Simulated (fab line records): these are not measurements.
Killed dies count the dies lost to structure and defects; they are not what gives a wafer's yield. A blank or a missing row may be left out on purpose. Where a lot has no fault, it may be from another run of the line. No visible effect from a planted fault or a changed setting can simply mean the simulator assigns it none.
fab line records | flow n5-finfet
record: lots: 6 wafers: 17 last-day: 19
route steps=1938 shown HKMG_FIN@423 BEOL_M4@1111 PASSIVATION@1936
lots that met no fault: taken from a fault-free run of the same line
start-h: start of the lot's first displayed wafer, in hours after the record's first day | wait-h: how many hours have passed since the lot's step before this one | " the same as in the row above | L1.1+2: several wafers, shown together as one row | - no value, or no start was given | * or withheld: withheld | < > ~ a bound
route shown NAME@n: names a module that has steps shown in the file, with the first one's number in the route | usual: mean and standard deviation over wafers with no fault | same: alike in all rows | chamber/n: place in a boat | sites: the reading at each site | _std_site: the standard deviation of these | _edge_site: mean of outer sites minus mean of inner sites | radius-mm: how far each site lies from the wafer's centre | mask NAME#n: copy n | behind: the last tool/chamber to shape the wafer | hold: why the lot was held/for how many hours/how that ended | device: which transistor (n, p or np) failed to switch | end of line: at the end of the route, the tests of the same wafers | where a step has no rows: the recipe by itself | killed: not the wafer's yield, but the dies lost to structure and defects at the first sort | map: the dies of a wafer, with x for killed, . for not killed, _ for no die there
set.NAME: the setting as run; set.NAME@STEP: as run at that earlier step | model.NAME: the simulator's own value behind a step, which no gauge read
lots seen at some steps along the route; tables by step, rows by wafer
services: a tool's chamber out of use, with start hour (start-h, from the record's first day; less than 0 if before it), hours out, and reason
== steps ==
step: N5_HKMG_FIN_COAT_30
recipe: resist: SiARC temp-c: 220 time-s: 60 spin-rpm: 1500 resist-thk-nm: 35
step: N5_HKMG_FIN_COAT_06
recipe: resist: CAR-ArF spin-rpm: 1500 resist-thk-nm: 90
step: N5_HKMG_FIN_EBR_08
recipe: solvent: PGMEA ebr-width-mm: 1.5
step: N5_HKMG_FIN_SOFTBAKE_07
recipe: temp-c: 110 time-s: 60 resist: CAR-ArF
step: N5_HKMG_FIN_EXPOSE_09
recipe: mask-id: NWFM na: 1.35 source-shape: conventional sigma-outer: 0.8 polarization: unpolarized dose-mj: 39.25
step: N5_HKMG_FIN_PEB_10
recipe: peb-temp-c: withheld peb-time-s: 60 resist: CAR-ArF
step: N5_HKMG_FIN_DEVELOP_11
recipe: develop-time-s: 30 developer: TMAH resist: CAR-ArF dev-temp-c: 23 rinse-liquid: diw dry: air-spin
step: N5_HKMG_FIN_CD_MEAS_12
recipe: target-cd-nm: 92.8 landing-energy-ev: 500 detector: se-inlens
usual: cd-nm: 92.6/0.66
columns lot.wafer tool chamber start-h wait-h cd-nm
L104.2 cd-sem-01 0 99.73 - 92.7
L104.6 " 0 " " 91.9
L110.2 cd-sem-02 0 140.04 - 91.3
L110.5 " 0 " " 91.3
L110.6 " 0 " " 91.8
L111.1 cd-sem-02 0 141.55 - 92.6
L111.3 " 0 " " 92.9
L111.6 " 0 " " 92.0
L117.2 cd-sem-03 0 179.16 - 92.4
L117.5 " 0 " " 92.5
L117.6 " 0 " " 92.9
L120.1 cd-sem-01 0 198.39 - 92.0
L120.3 " 0 " " 93.1
L120.4 " 0 " " 92.2
L123.2 cd-sem-02 0 213.96 - 92.3
L123.4 " 0 " " 92.6
L123.6 " 0 " " 92.7
step: N5_HKMG_FIN_OVL_MEAS_13
recipe: points-per-wafer: 44
usual: NWFM_OVL: 0.3/0.83
columns lot.wafer tool chamber start-h wait-h NWFM_OVL[nm]
L104.2 overlay-02 0 99.75 0.0 0.6
L104.6 " 0 " " -0.1
L110.2 overlay-01 0 140.06 0.0 -0.8
L110.5 " 0 " " 0.4
L110.6 " 0 " " 0.1
L111.1 overlay-02 0 141.58 0.0 0.1
L111.3 " 0 " " 0.4
L111.6 " 0 " " -0.4
L117.2 overlay-01 0 179.19 0.0 -0.6
L117.5 " 0 " " -1.7
L117.6 " 0 " " -0.3
L120.1 overlay-02 0 198.42 0.0 -0.5
L120.3 " 0 " " 0.1
L120.4 " 0 " " 0.9
L123.2 overlay-02 0 213.99 0.0 1.2
L123.4 " 0 " " 0.9
L123.6 " 0 " " 0.3
step: N5_HKMG_FIN_INSPECT_14
recipe: mode: adi inspect-instrument: macro
usual: raw-defect-count: 2.0/1.4
columns lot.wafer tool chamber start-h wait-h raw-defect-count
L104.2 defect-inspect-02 - 99.78 0.0 1
L104.6 " - " " 2
L110.2 defect-inspect-02 - 140.09 0.0 2
L110.5 " - " " 3
L110.6 " - " " 3
L111.1 defect-inspect-02 - 141.61 0.0 0
L111.3 " - " " 0
L111.6 " - " " 2
L117.2 defect-inspect-01 - 179.21 0.0 5
L117.5 " - " " 1
L117.6 " - " " 2
L120.1 defect-inspect-02 - 198.44 0.0 1
L120.3 " - " " 0
L120.4 " - " " 3
L123.2 defect-inspect-01 - 214.02 0.0 1
L123.4 " - " " 6
L123.6 " - " " 3
step: N5_HKMG_FIN_DESCUM_17
recipe: chemistry: O2 time-s: 7.9 source-power-w: 50 bias-power-w: 20 pressure-mtorr: 20 rf-frequency-hz: 2.712e+07 temp-c: 40 resist: CAR-ArF o2-flow-sccm: 225
usual: bias-power-w: 20.00/0.064 drypump-motor-current-A: 5.5/0.59 oes-product-au: 0.83/0.076 rf-vpp-V: 243.0/1.4 showerhead-plenum-p-Torr: 2.08/0.063 throttle-valve-pct: 20.37/0.23
same: time-s: 7.9
columns lot.wafer tool chamber start-h wait-h bias-power-w drypump-motor-current-A oes-product-au rf-hours-counter-h rf-vpp-V showerhead-plenum-p-Torr throttle-valve-pct
L104.2 rie-diel-03 0 99.81 0.0 19.96 5.7 0.68 236 241.7 1.98 20.73
L104.6 " 1 " " 19.99 4.7 0.90 - 243.7 2.03 20.41
L110.2 rie-diel-03 2 140.12 0.0 19.99 5.1 0.87 45 241.0 2.06 20.59
L110.5 " 1 " " 19.85 4.7 0.88 - 241.4 2.02 20.44
L110.6 " 2 " " 19.99 5.1 0.87 - 242.4 2.06 20.60
L111.1 rie-diel-03 2 141.64 0.0 20.00 5.1 0.86 46 241.3 2.06 20.60
L111.3 " 3 " " 19.93 5.1 0.90 17 240.4 2.04 20.09
L111.6 " 2 " " 19.94 5.1 0.86 - 242.5 2.06 20.59
L117.2 rie-diel-05 0 179.25 0.0 20.05 5.1 0.88 43 243.8 2.12 20.08
L117.5 " 1 " " 19.94 5.5 0.72 - 244.9 2.15 20.52
L117.6 " 0 " " 20.12 5.1 0.87 - 243.3 2.12 20.10
L120.1 rie-diel-05 1 198.48 0.0 19.96 5.5 0.71 190 244.4 2.14 20.54
L120.3 " 3 " " 19.96 5.7 0.83 64 241.7 2.04 20.25
L120.4 " 0 " " 20.06 5.1 0.86 50 242.7 2.12 20.11
L123.2 rie-diel-04 3 214.17 0.1 20.01 6.2 0.74 190 243.9 2.17 20.67
L123.4 " 1 " " 19.89 6.3 0.89 - 242.3 2.12 19.92
L123.6 " 3 " " 20.09 6.2 0.74 - 244.6 2.17 20.69
step: N5_HKMG_FIN_ETCH_31
recipe: chemistry: CF4 target: SiARC target-depth-a: 455 mask-material: CAR-ArF time-s: 75.8 ion-energy-ev: 80 pressure-mtorr: 40 source-w: 545 bias-w: 36 Ar_flow_sccm: 100 cf4-flow-sccm: 100 ends: cleared
usual: cf4-flow-sccm: 100.0/0.3 drypump-motor-current-A: 5.5/0.59 etch-rf-on-time-s: 74.7/1.6 oes-product-au: 0.71/0.066 rf-fwd-power-W: 539.7/2.5 rf-vpp-V: 184.0/1.1 showerhead-plenum-p-Torr: 2.14/0.064 throttle-valve-pct: 15.57/0.23
columns lot.wafer tool chamber start-h wait-h cf4-flow-sccm drypump-motor-current-A etch-rf-on-time-s oes-product-au rf-fwd-power-W rf-hours-counter-h rf-vpp-V showerhead-plenum-p-Torr throttle-valve-pct
L104.2 rie-diel-03 0 99.85 0.0 99.8 5.7 75.7 0.58 537.5 236 182.4 2.03 15.96
L104.6 " 1 " " 100.3 4.7 74.3 0.77 538.8 - 182.6 2.09 15.63
L110.2 rie-diel-03 2 140.16 0.0 100.0 5.1 72.7 0.74 542.5 45 183.0 2.09 15.52
L110.5 " 1 " " 100.2 4.7 74.9 0.74 540.1 - 183.0 2.09 15.67
L110.6 " 2 " " 99.8 5.1 73.2 0.74 544.2 - 184.0 2.09 15.53
L111.1 rie-diel-03 2 141.68 0.0 100.4 5.1 73.7 0.74 542.2 46 183.8 2.09 15.53
L111.3 " 3 " " 100.2 5.1 76.2 0.78 537.7 17 184.3 2.11 15.34
L111.6 " 2 " " 100.3 5.1 72.8 0.74 541.6 - 182.8 2.09 15.52
L117.2 rie-diel-05 0 179.28 0.0 100.1 5.1 74.3 0.75 534.9 43 185.2 2.19 15.38
L117.5 " 1 " " 100.1 5.5 76.1 0.63 537.8 - 184.8 2.22 15.92
L117.6 " 0 " " 100.3 5.1 75.4 0.74 537.8 - 185.8 2.19 15.41
L120.1 rie-diel-05 1 198.51 0.0 99.9 5.5 75.6 0.63 540.1 190 183.2 2.22 15.92
L120.3 " 3 " " 100.2 5.7 74.1 0.71 541.3 64 183.3 2.08 15.40
L120.4 " 0 " " 100.2 5.1 74.5 0.73 536.7 50 186.4 2.18 15.43
L123.2 rie-diel-04 3 214.20 0.0 99.7 6.2 78.6 0.62 537.5 191 184.6 2.22 15.90
L123.4 " 1 " " 99.9 6.3 76.0 0.75 537.3 - 184.4 2.19 15.20
L123.6 " 3 " " 99.5 6.2 76.9 0.63 540.1 - 185.5 2.22 15.92
step: N5_HKMG_FIN_ETCH_32
recipe: chemistry: N2/H2 target: SOC target-depth-a: 2400 temp-c: 40 time-s: 300 ion-energy-ev: 200 mask-material: SiARC pressure-mtorr: 30 source-w: 840 bias-w: 150 n2-flow-sccm: 200 h2-flow-sccm: 200
usual: drypump-motor-current-A: 5.5/0.6 oes-product-au: 0.84/0.078 rf-fwd-power-W: 838.1/2.6 rf-vpp-V: 523.8/2.2 showerhead-plenum-p-Torr: 2.54/0.08 throttle-valve-pct: 17.84/0.25
same: time-s: 300
columns lot.wafer tool chamber start-h wait-h drypump-motor-current-A oes-product-au rf-fwd-power-W rf-hours-counter-h rf-vpp-V showerhead-plenum-p-Torr throttle-valve-pct model.HKMG_FIN.feature-depth-nm model.etch.depth-nm model.SiARC_of_HKMG_FIN_COAT_30.thk-nm
L104.2 rie-diel-03 0 99.90 0.0 5.7 0.67 842.6 236 519.7 2.41 18.17 232.6 232.6 22
L104.6 " 1 " " 4.7 0.89 839.2 - 522.8 2.49 18.09 243.2 243.1 20.8
L110.2 rie-diel-03 2 140.21 0.0 5.1 0.59 335.0 45 700.8 2.50 17.94 117.6 117.5 26.6
L110.5 " 1 " " 4.7 0.57 331.1 - 702.6 2.49 18.07 113.8 113.9 26.8
L110.6 " 2 " " 5.1 0.59 335.8 - 702.6 2.50 17.95 117.8 117.9 26.6
L111.1 rie-diel-03 2 141.73 0.0 5.1 0.58 335.3 46 700.5 2.50 17.95 117.6 117.6 26.6
L111.3 " 3 " " 5.1 0.60 338.1 17 701.0 2.48 17.47 112.2 112.3 27.2
L111.6 " 2 " " 5.1 0.58 332.5 - 701.6 2.50 17.95 118 118 26.8
L117.2 rie-diel-05 0 179.34 0.0 5.1 0.87 838.3 43 524.5 2.60 17.75 244.8 244.8 20.8
L117.5 " 1 " " 5.5 0.75 835.7 - 526.4 2.64 18.12 243.4 243.4 21.2
L117.6 " 0 " " 5.1 0.89 838.9 - 524.8 2.60 17.74 248.8 248.8 20.6
L120.1 rie-diel-05 1 198.57 0.0 5.5 0.74 838.9 191 526.6 2.63 18.14 240.6 240.7 21.2
L120.3 " 3 " " 5.7 0.84 844.8 64 521.8 2.47 17.61 245.6 245.7 21
L120.4 " 0 " " 5.1 0.86 836.8 50 524.7 2.60 17.74 242.4 242.3 21
L123.2 rie-diel-04 3 214.26 0.0 6.2 0.72 838.2 191 527.2 2.63 18.08 232 231.9 22
L123.4 " 1 " " 6.3 0.90 836.3 - 526.1 2.60 17.40 241.4 241.4 21
L123.6 " 3 " " 6.2 0.73 833.6 - 524.3 2.63 18.09 231 230.9 22
step: N5_HKMG_FIN_STRIP_33
recipe: chemistry: N2/H2 temp-c: 40 n2-flow-sccm: 200 h2-flow-sccm: 200 rf-frequency-hz: 6e+07
step: N5_BEOL_M4_RC_MEAS_101
usual: DIBL_N: 36.4/1.9 DIBL_P: 35.8/2.1 IOFF_N: 0.158/0.029 IOFF_P: 0.21/0.035 ION_N: 676/14 ION_P: 465/9.7 SS_N: 71.5/0.66 SS_P: 73.4/0.7 VT_N: 249.8/3 VT_P: -250/3.3
columns lot.wafer tool chamber start-h wait-h DIBL_N[mV/V] DIBL_P[mV/V] IOFF_N[nA/um] IOFF_P[nA/um] ION_N[uA/um] ION_P[uA/um] SS_N[mV/dec] SS_P[mV/dec] VT_N[mV] VT_P[mV]
L104.2 prober-02 0 211.39 0.5 36.3 36.5 0.146 0.19 672 460 71.4 73.6 250.9 -252
L104.6 " 0 " " 39.0 39.5 0.190 0.24 672 463 71.8 74.7 248.9 -252
L110.2 prober-01 0 251.27 0.2 36.9 36.1 0.153 0.21 670 455 71.8 73.5 250.3 -251
L110.5 " 0 " " 35.4 34.5 0.148 0.19 700 476 71.7 73.7 249.9 -251
L110.6 " 0 " " 36.3 34.8 0.153 0.19 694 464 71.8 72.6 251.3 -253
L111.1 prober-01 0 261.42 0.0 37.8 35.2 0.151 0.22 683 471 71.0 72.9 250.4 -248
L111.3 " 0 " " 40.6 38.5 0.198 0.29 683 471 72.2 74.6 246.2 -243
L111.6 " 0 " " 38.2 35.6 0.163 0.23 692 475 70.8 73.0 246.3 -249
L117.2 prober-02 0 286.67 0.2 37.8 38.3 0.185 0.27 685 471 72.7 73.7 249.9 -246
L117.5 " 0 " " 37.3 38.3 0.175 0.30 675 469 71.8 74.5 246.9 -243
L117.6 " 0 " " 36.2 36.8 0.164 0.25 675 465 71.2 73.8 249.4 -248
L120.1 prober-02 0 329.26 0.0 38.4 36.5 0.185 0.22 663 457 72.6 73.5 248.0 -249
L120.3 " 0 " " 36.7 36.1 0.158 0.21 674 466 71.4 73.3 248.1 -252
L120.4 " 0 " " 38.4 37.7 0.202 0.23 685 466 72.2 73.8 244.7 -248
L123.2 prober-01 0 346.27 0.2 30.9 29.8 0.100 0.14 672 468 70.3 71.4 256.7 -255
L123.4 " 0 " " 33.5 33.8 0.132 0.19 672 464 71.7 73.2 251.4 -251
L123.6 " 0 " " 33.1 33.7 0.130 0.18 678 471 71.8 72.7 251.7 -250
step: N5_PASSIVATION_PROBE_49
usual: defect-limited-yield: 91.3/1.3 killed_at_M0_to_M3: 34/9.1 killed_at_M4_up: 14/5.6 killed-at-contacts: 13/5.9 killed-at-front-end: 39/11 killed-at-other: 3.6/3 killed-dies: 102/16 killed-open: 68/12 killed-short: 33/7.3 sort_bin_5_function: 5.2/0.89 sort_bin_6_memory: 3.2/0.68 sort-n-pass: 1078/16 sort-yield-pct: 91.3/1.3
same: gross-dies: 1180 killed-at-back-side: 0 sort_bin_4_leakage[%]: 0 sort_bin_8_speed[%]: 0
columns lot.wafer tool chamber start-h wait-h defect-limited-yield[%] killed_at_M0_to_M3 killed_at_M4_up killed-at-contacts killed-at-front-end killed-at-other killed-dies killed-open killed-short sort_bin_5_function[%] sort_bin_6_memory[%] sort-n-pass sort-yield-pct[%]
L104.2 prober-02 - 319.34 0.1 90.9 42 12 2 45 6 107 61 45 5.8 2.8 1073 90.9
L104.6 prober-02 - 319.54 0.3 90.9 45 16 11 32 3 107 84 22 5.7 3.4 1073 90.9
L111.1 prober-01 - 368.32 0.0 89.7 42 13 13 46 8 122 72 42 5.9 3.6 1058 89.7
L111.3 prober-01 - 368.42 0.1 89.8 29 21 7 62 1 120 82 36 6.1 4.0 1060 89.8
L111.6 prober-01 - 368.57 0.3 90.5 26 32 6 41 7 112 71 40 4.8 4.0 1068 90.5
L117.2 prober-01 - 399.97 0.1 91.0 40 11 16 34 5 106 77 29 5.8 2.9 1074 91.0
L117.5 prober-01 - 400.12 0.2 92.0 25 15 9 43 2 94 66 28 4.4 3.4 1086 92.0
L117.6 prober-01 - 400.17 0.3 91.0 40 21 7 31 7 106 74 32 4.4 4.3 1074 91.0
L120.1 prober-02 - 439.27 0.0 90.3 48 7 15 44 1 115 81 34 6.2 3.0 1065 90.3
L120.3 prober-02 - 439.37 0.1 94.1 39 8 5 15 3 70 48 20 4.3 1.6 1110 94.1
L120.4 prober-02 - 439.42 0.2 91.7 40 3 24 27 4 98 66 31 4.7 3.1 1082 91.7
L123.2 prober-02 - 462.52 0.1 91.6 33 11 13 41 1 99 68 30 4.5 3.6 1081 91.6
L123.4 prober-02 - 462.62 0.2 91.9 35 10 14 34 2 95 66 29 4.2 3.7 1085 91.9
L123.6 prober-02 - 462.72 0.3 91.2 41 22 10 26 5 104 69 32 5.2 3.2 1076 91.2
killed by level:class
L104.2 BEOL_M0_SAQP:geometric-particle:short=12 FIN_SAQP:geometric-particle:short=10 FIN_SAQP:geometric-particle:open=8 BEOL_M3:geometric-particle:open=8 STI_FIN_REVEAL:geometric-particle:open=7 BEOL_M0_SAQP:geometric-particle:open=7 BEOL_M2:geometric-particle:open=5 STARTING-WAFER:geometric-particle:short=4
L104.6 BEOL_M0_SAQP:geometric-particle:open=17 STI_FIN_REVEAL:geometric-particle:open=12 MOL_CONTACT_COAG:geometric-particle:open=10 BEOL_M1:geometric-particle:open=9 FIN_SAQP:geometric-particle:open=7 BEOL_M0_SAQP:geometric-particle:short=6 BEOL_M3:geometric-particle:open=6 BEOL_M4:geometric-particle:open=6
L111.1 FIN_SAQP:geometric-particle:short=17 BEOL_M2:geometric-particle:open=14 FIN_SAQP:geometric-particle:open=12 MOL_CONTACT_COAG:geometric-particle:open=9 BEOL_M0_SAQP:geometric-particle:open=9 BEOL_M0_SAQP:geometric-particle:short=8 BEOL_M4:geometric-particle:open=6 STI_FIN_REVEAL:geometric-particle:open=5
L111.3 FIN_SAQP:geometric-particle:open=27 FIN_SAQP:geometric-particle:short=16 BEOL_M4:geometric-particle:open=15 BEOL_M2:geometric-particle:open=8 DUMMY_GATE:geometric-particle:open=6 MOL_CONTACT_COAG:geometric-particle:open=5 BEOL_M0_SAQP:geometric-particle:short=5 BEOL_M0_SAQP:geometric-particle:open=4
L111.6 BEOL_M4:geometric-particle:open=19 FIN_SAQP:geometric-particle:short=15 FIN_SAQP:geometric-particle:open=12 BEOL_M0_SAQP:geometric-particle:open=8 BEOL_M0_SAQP:geometric-particle:short=8 BEOL_M5:geometric-particle:open=5 MOL_CONTACT_COAG:geometric-particle:open=5 STARTING-WAFER:geometric-particle:open=5
L117.2 MOL_CONTACT_COAG:geometric-particle:open=15 BEOL_M0_SAQP:geometric-particle:short=11 BEOL_M0_SAQP:geometric-particle:open=11 STI_FIN_REVEAL:geometric-particle:open=9 BEOL_M1:geometric-particle:open=7 GATE_CUT:geometric-particle:open=7 FIN_SAQP:geometric-particle:open=4 DUMMY_GATE:geometric-particle:open=4
L117.5 STI_FIN_REVEAL:geometric-particle:open=11 MOL_CONTACT_COAG:geometric-particle:open=9 BEOL_M4:geometric-particle:open=9 BEOL_M0_SAQP:geometric-particle:open=8 GATE_CUT:geometric-particle:short=6 BEOL_M2:geometric-particle:open=6 FIN_SAQP:geometric-particle:short=4 DUMMY_GATE:geometric-particle:open=4
L117.6 BEOL_M1:geometric-particle:open=14 BEOL_M4:geometric-particle:open=13 BEOL_M0_SAQP:geometric-particle:open=8 FIN_SAQP:geometric-particle:short=7 DUMMY_GATE:geometric-particle:open=5 BEOL_M2:geometric-particle:open=5 GATE_CUT:geometric-particle:open=4 MOL_CONTACT_COAG:geometric-particle:open=4
L120.1 BEOL_M2:geometric-particle:open=19 MOL_CONTACT_COAG:geometric-particle:open=15 FIN_SAQP:geometric-particle:short=14 STI_FIN_REVEAL:geometric-particle:open=10 BEOL_M3:geometric-particle:open=8 BEOL_M0_SAQP:geometric-particle:short=6 BEOL_M1:geometric-particle:open=5 FIN_SAQP:geometric-particle:open=4
L120.3 BEOL_M3:geometric-particle:open=12 BEOL_M0_SAQP:geometric-particle:open=6 BEOL_M2:geometric-particle:open=6 BEOL_M3:geometric-particle:short=6 MOL_CONTACT_COAG:geometric-particle:open=5 BEOL_M1:geometric-particle:open=5 FIN_SAQP:geometric-particle:short=3 FIN_SAQP:geometric-particle:open=3
L120.4 MOL_CONTACT_COAG:geometric-particle:open=20 BEOL_M3:geometric-particle:open=15 GATE_CUT:geometric-particle:short=6 BEOL_M0_SAQP:geometric-particle:open=6 FIN_SAQP:geometric-particle:open=5 BEOL_M0_SAQP:geometric-particle:short=5 FIN_SAQP:geometric-particle:short=4 MOL_CONTACT_COAG:geometric-particle:short=4
L123.2 STI_FIN_REVEAL:geometric-particle:open=19 MOL_CONTACT_COAG:geometric-particle:open=12 BEOL_M3:geometric-particle:open=11 BEOL_M2:geometric-particle:open=9 FIN_SAQP:geometric-particle:short=7 BEOL_M3:geometric-particle:short=5 BEOL_M0_SAQP:geometric-particle:short=4 FIN_SAQP:geometric-particle:open=3
L123.4 BEOL_M3:geometric-particle:open=14 MOL_CONTACT_COAG:geometric-particle:open=11 STI_FIN_REVEAL:geometric-particle:open=8 FIN_SAQP:geometric-particle:short=6 BEOL_M0_SAQP:geometric-particle:short=5 BEOL_M0_SAQP:geometric-particle:open=5 BEOL_M2:geometric-particle:open=5 BEOL_M1:geometric-particle:open=4
L123.6 BEOL_M2:geometric-particle:open=18 MOL_CONTACT_COAG:geometric-particle:open=10 STI_FIN_REVEAL:geometric-particle:open=7 BEOL_M2:geometric-particle:short=6 BEOL_M4:geometric-particle:short=6 BEOL_M0_SAQP:geometric-particle:open=5 BEOL_M3:geometric-particle:open=5 BEOL_M4:geometric-particle:open=5
== services ==
columns tool chamber start-h hours kind
rie-diel-04 1 120.51 - clean
rie-diel-04 1 120.51 - consumable-replace:focus-ring
rie-diel-04 1 120.51 22.1 scheduled-down
rie-diel-04 1 120.51 22.1 vent-cycle
rie-diel-03 0 134.87 - clean
rie-diel-03 0 134.87 - consumable-replace:focus-ring
rie-diel-03 0 134.87 - consumable-replace:showerhead
rie-diel-03 0 134.87 27.9 scheduled-down
rie-diel-03 0 134.87 27.9 vent-cycle
rie-diel-04 0 147.84 10.7 repair
rie-diel-04 2 196.02 - clean
rie-diel-04 2 196.02 - consumable-replace:focus-ring
rie-diel-04 2 196.02 - consumable-replace:showerhead
rie-diel-04 2 196.02 23.0 scheduled-down
rie-diel-04 2 196.02 23.0 vent-cycle
== key ==
first-sign: step: N5_HKMG_FIN_ETCH_32 reading: rf-fwd-power-W direction: down sigmas: 99+ usual: * struck: *
effect: step: N5_HKMG_FIN_ETCH_32 reading: rf-vpp-V direction: up sigmas: 80 usual: 523.8 struck: 701.5
model-effect: step: N5_HKMG_FIN_ETCH_32 value: HKMG_FIN.feature-depth-nm without: 247.2 struck: 116.2
met-at N5_HKMG_FIN_ETCH_32
struck-wafers L110.2,L110.5,L110.6,L111.1,L111.3,L111.6
rows-end L110.2,L110.5,L110.6
onset-between 99.90 140.21
fault: kind: process-parameter-drift tool: rie-diel-03 chamber: - onset-h: 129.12 steps: N5_HKMG_FIN_ETCH_32 channel: source-w offset: -504 shape: step end-h: 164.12 acts-in: these-recipes-only stated: 840
rows-end: these wafers met a further fault down the route, and their rows from its step on are left out
